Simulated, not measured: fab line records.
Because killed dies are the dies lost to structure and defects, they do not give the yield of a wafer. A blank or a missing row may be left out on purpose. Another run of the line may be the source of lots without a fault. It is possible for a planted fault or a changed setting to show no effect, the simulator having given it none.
Comparing a struck lot with a sound one / flow n5 finfet / 17 out of 1938 route steps
Sound: wafers L371.1, L371.5, L371.6. Struck: wafer L382.4 (left out: L382.3, a lot-mate that was not struck); the cause follows at the end.
For every step that has rows: the tool of each side, followed by ch and its chambers, followed by its first start. Under that, the readings that differ: sound wafers / struck wafers / difference of the means / sigmas: that difference in standard deviations of wafers without a fault.
alike: words and numbers the same on both sides, and readings whose means are apart by under 2 such deviations; not compared: readings that were withheld, readings missing a value for some wafer, numbers with overlapping values and no deviation given by the record, and bounds like >300 which may hide the same value.
The two part at a step that has a row with sigmas, a row that says differs or no value, or rows on one side only. When numbers do not overlap yet have no deviation, they are printed without sigmas and do not part them. Lack of a reading on every wafer of one side parts them only where that side has two or more wafers.

first, 7 steps without rows for these wafers: N5_BEOL_M7_COAT_60 (time 60 s, resist thk 35 nm); N5_BEOL_M7_COAT_05 (resist thk 90 nm); N5_BEOL_M7_EBR_07; N5_BEOL_M7_SOFTBAKE_06 (time 60 s); N5_BEOL_M7_EXPOSE_08 (exposes mask M7); N5_BEOL_M7_PEB_09 (peb time 60 s); N5_BEOL_M7_DEVELOP_10 (develop time 30 s).
N5_BEOL_M7_CD_MEAS_11: target cd 38.5 nm.
  sound on cd sem-02 ch 0, day 9 18:34; struck on cd sem-03 ch 0, day 12 15:29
  alike: cd nm
N5_BEOL_M7_OVL_MEAS_12:
  sound on overlay-02 ch 0, day 9 18:36; struck on overlay-01 ch 0, day 12 15:31
  alike: M7_OVL
N5_BEOL_M7_INSPECT_13: inspects for defects (brightfield).
  sound on defect inspect-02, day 9 18:37; struck on defect inspect-01, day 12 15:32
  alike: raw defect count
N5_BEOL_M7_DESCUM_16: chemistry O2, time 7.9 s.
  sound on rie diel-05 ch 1,2,3, day 9 18:40; struck on rie diel-05 ch 0, day 12 15:39
reading=oes product au (a.u.); sound=0.78 0.78 0.71; struck=0.89; difference=+0.13; sigmas=+2
  alike: chamber pressure mTorr, drypump motor current A, rf vpp V, showerhead plenum p Torr, throttle valve pct
  not compared: rf hours counter h
N5_BEOL_M7_ETCH_61: etches SiARC in CF4, target depth 45.5 nm, time 75.8 s.
  sound on rie diel-05 ch 1,2,3, day 9 18:41; struck on rie diel-05 ch 0, day 12 15:41
reading=etch rf on time s (s); sound=75.7 76.0 74.2; struck=79.0; difference=+3.7; sigmas=+2
  alike: chamber pressure mTorr, drypump motor current A, oes product au, rf vpp V, showerhead plenum p Torr, throttle valve pct
  not compared: rf hours counter h
N5_BEOL_M7_ETCH_62: etches SOC in N2/H2, target depth 110 nm, overetch 22 nm, time 165 s.
  sound on rie diel-05 ch 1,2,3, day 9 18:45; struck on rie diel-05 ch 0, day 12 15:44
reading=oes product au (a.u.); sound=0.66 0.66 0.60; struck=0.75; difference=+0.11; sigmas=+2
reading=model.SiARC_of_BEOL_M7_COAT_60.thk nm (nm); sound=28.4 28.2 28.6; struck=25.4; difference=-3.0; sigmas=
reading=model.BEOL_M7.cd offset nm (nm); sound=0.8 0.8 0.4; struck=1.2; difference=+0.5; sigmas=
  alike: chamber pressure mTorr, drypump motor current A, rf vpp V, showerhead plenum p Torr, throttle valve pct
  not compared: rf hours counter h
then, 1 step without rows for these wafers: N5_BEOL_M7_STRIP_68 (strips in N2/H2).
N5_BEOL_M7_STRIP_67: strips in CF4.
  sound on rie diel-05 ch 1,2,3, day 9 18:53; struck on rie diel-05 ch 0, day 12 15:53
reading=oes product au (a.u.); sound=0.78 0.78 0.72; struck=0.88; difference=+0.12; sigmas=+2
  alike: chamber pressure mTorr, drypump motor current A, rf vpp V, showerhead plenum p Torr, throttle valve pct
  not compared: rf hours counter h
N5_BEOL_M7_HM_OPEN_17: chemistry Cl2/BCl3, target TiN, target depth 20 nm, overetch 6 nm.
  sound on rie metal-02 ch 0, day 9 18:56; struck on rie metal-02 ch 0, day 12 15:58
reading=model.BEOL_M7.cd offset nm (nm); sound=0.8 0.8 0.4; struck=1.4; difference=+0.7; sigmas=
  alike: chamber pressure mTorr, drypump motor current A, oes product au, throttle valve pct
  not compared: rf hours counter h
N5_BEOL_M7_STRIP_19: strips in O2.
  sound on rie diel-04 ch 1,2, day 9 19:08; struck on rie diel-04 ch 3, day 12 16:02
  alike: chamber pressure mTorr, drypump motor current A, oes product au, rf vpp V, showerhead plenum p Torr, throttle valve pct
  not compared: rf hours counter h

== WHERE THEY PART ==
Earliest at N5_BEOL_M7_DESCUM_16; latest, in this record, at N5_BEOL_M7_STRIP_67. Later steps at which nothing parts them and some readings are alike: N5_BEOL_M7_HM_OPEN_17, N5_BEOL_M7_STRIP_19.

WHY: the cause the simulator had injected
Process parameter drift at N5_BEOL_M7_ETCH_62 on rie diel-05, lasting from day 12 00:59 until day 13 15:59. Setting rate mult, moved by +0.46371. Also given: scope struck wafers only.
